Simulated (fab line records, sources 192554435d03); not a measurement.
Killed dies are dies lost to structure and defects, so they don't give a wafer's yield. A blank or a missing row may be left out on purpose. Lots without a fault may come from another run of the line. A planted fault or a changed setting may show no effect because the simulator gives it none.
Chamber matching | flow n5_finfet | N5_BEOL_M4_ILD_DEP_00 on pecvd-01: 3 sister chambers
The step deposits SiOC from DEMS/O2, target thk 79 nm, time 15.3 s. 6 wafers are shown with their chamber, then 7 later ones without.

WAFERS WITH THEIR CHAMBER
wafer  | chamber | showerhead_vpp_V (V) | throttle_valve_pct (%)
L081.6 | 1       | 1199                 | 13.0
L087.6 | 2       | 1387                 | 11.4
L085.1 | 1       | 1215                 | 13.1
L085.4 | 0       | 1324                 | 12.3
L091.1 | 2       | 1390                 | 11.6
L091.2 | 0       | 1350                 | 12.4

WAFERS WITHOUT THEIR CHAMBER
wafer  | showerhead_vpp_V (V) | throttle_valve_pct (%)
L091.6 | 1354                 | 12.4
L090.2 | 1398                 | 11.4
L090.4 | 1340                 | 12.5
L090.5 | 1394                 | 11.4
L092.1 | 1336                 | 12.3
L092.4 | 1370                 | 11.5
L092.6 | 1345                 | 12.8

WHICH CHAMBER EACH WENT THROUGH
wafer  | from the rows above | in truth
L091.6 | 0                   | 0
L090.2 | 2                   | 2
L090.4 | 0                   | 0
L090.5 | 2                   | 2
L092.1 | 0                   | 0
L092.4 | 2                   | 2
L092.6 | 0                   | 0
Placed correctly: 7 of 7. Can't be placed from these rows: 0. Placed wrongly: 0.
How it was worked out, from the rows above alone: a wafer's distance from a chamber is the root of the sum, over the readings, of the square of ((its reading less the chamber's mean) divided by the reading's scatter). The wafer belongs to the nearest chamber; if the next one is less than 2 further off, it can't be placed. A chamber's mean is the mean of its shown wafers. The scatter: the root of (the sum of the squares of (reading less its chamber's mean) over the shown wafers, divided by (wafers less chambers)).
